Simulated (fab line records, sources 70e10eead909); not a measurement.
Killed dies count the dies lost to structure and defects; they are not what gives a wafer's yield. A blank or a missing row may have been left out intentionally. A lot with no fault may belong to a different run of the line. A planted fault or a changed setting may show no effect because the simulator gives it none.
One fault through the eyes of 2 desks    flow nand harc    each desk holds nothing but its own numbers, with what lay behind them at the end

## TOOL OWNER'S DESK, krf scanner-01
The tool's own readings at NHARC_P_STI_EXPOSE_06 (exposes mask P STI, target cd 200 nm): means of the sampled wafers that have a number, for each lot that ran on this tool. The brackets show how far a lot's mean lies from the usual mean; more than 4 standard deviations puts the lot out of limits, marked OUT.
Columns: A = stage vel mm s at NHARC_P_STI_EXPOSE_06, usual 499.95 mm/s
lot   first seen here  A
L776  day 2 19:02      499.72
L777  day 3 09:43      499.57
L788  day 7 20:10      499.77
L798  day 11 22:38     499.76
L799  day 12 11:51     500.37
This desk's finding: nothing out of limits on any of the 5 lots.

## FROM THE METROLOGY DESK
What the gauges read, lot by lot, whatever tool the lot ran on: means of the sampled wafers that have a number. The brackets show how far a lot's mean lies from the usual mean; more than 4 standard deviations puts the lot out of limits, marked OUT.
Columns: A = cd nm at NHARC_P_ZERO_WELL_CD_MEAS_24, usual 721.0 nm; B = cd nm at NHARC_P_ZERO_WELL_CD_MEAS_37, usual 720.9 nm; C = cd nm at NHARC_P_STI_CD_MEAS_09, usual 200.7 nm; D = cd nm at NHARC_P_STI_CD_MEAS_16, usual 200.2 nm; E = trench foot cd nm at NHARC_P_STI_OCD_MEAS_17, usual 158.7 nm
lot   first seen here  A      B      C                D                E
L776  day 1 22:28      718.7  721.5  201.5            202.5            159.4
L777  day 2 08:36      718.9  718.3  201.7            202.3            159.5
L778  day 2 18:40      721.2  722.2  201.9            202.5            160.0
L779  day 3 04:36      719.2  719.8  201.1            199.9            159.3
L781  day 4 00:35      721.5  720.1  199.6            200.3            158.4
L783  day 4 20:28      722.5  722.8  200.4            199.8            158.5
L784  day 5 06:36      721.9  719.8  201.9            202.4            159.5
L785  day 5 16:28      723.4  719.5  199.6            200.2            157.2
L786  day 6 02:28      721.9  719.0  201.5            199.9            158.8
L788  day 6 22:39      721.5  720.4  201.5            200.5            159.8
L789  day 7 08:43      719.3  721.1  198.2            197.4            156.4
L796  day 10 07:22     720.8  719.4  200.6            199.4            159.3
L798  day 11 02:28     722.9  721.2  170.6 (-14) OUT  168.8 (-14) OUT  127.8 (-15) OUT
L799  day 11 12:29     722.1  719.3  169.0 (-15) OUT  168.7 (-14) OUT  126.4 (-15) OUT
This desk's verdict: out of limits on L798, L799, starting with L798 at day 11 22:47 (cd nm at NHARC_P_STI_CD_MEAS_09). In limits: L776, L777, L778, L779, L781, L783, L784, L785, L786, L788, L789, L796.

## BROUGHT TOGETHER
Metrology desk: alarm possible at day 11 22:47 on L798, L799.
Nothing out of limits was seen by the tool owner's desk.
The tool owner's desk has L798, L799 on record, within its limits.
Every lot named ran NHARC_P_STI_EXPOSE_06 on krf scanner-01.

## WHAT THE SIMULATOR HAD INSERTED
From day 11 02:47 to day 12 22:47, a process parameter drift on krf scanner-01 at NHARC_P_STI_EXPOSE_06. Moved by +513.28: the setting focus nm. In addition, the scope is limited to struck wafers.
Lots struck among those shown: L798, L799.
Hours from the fault's start to each desk's first reading out of limits: the metrology desk, 20.
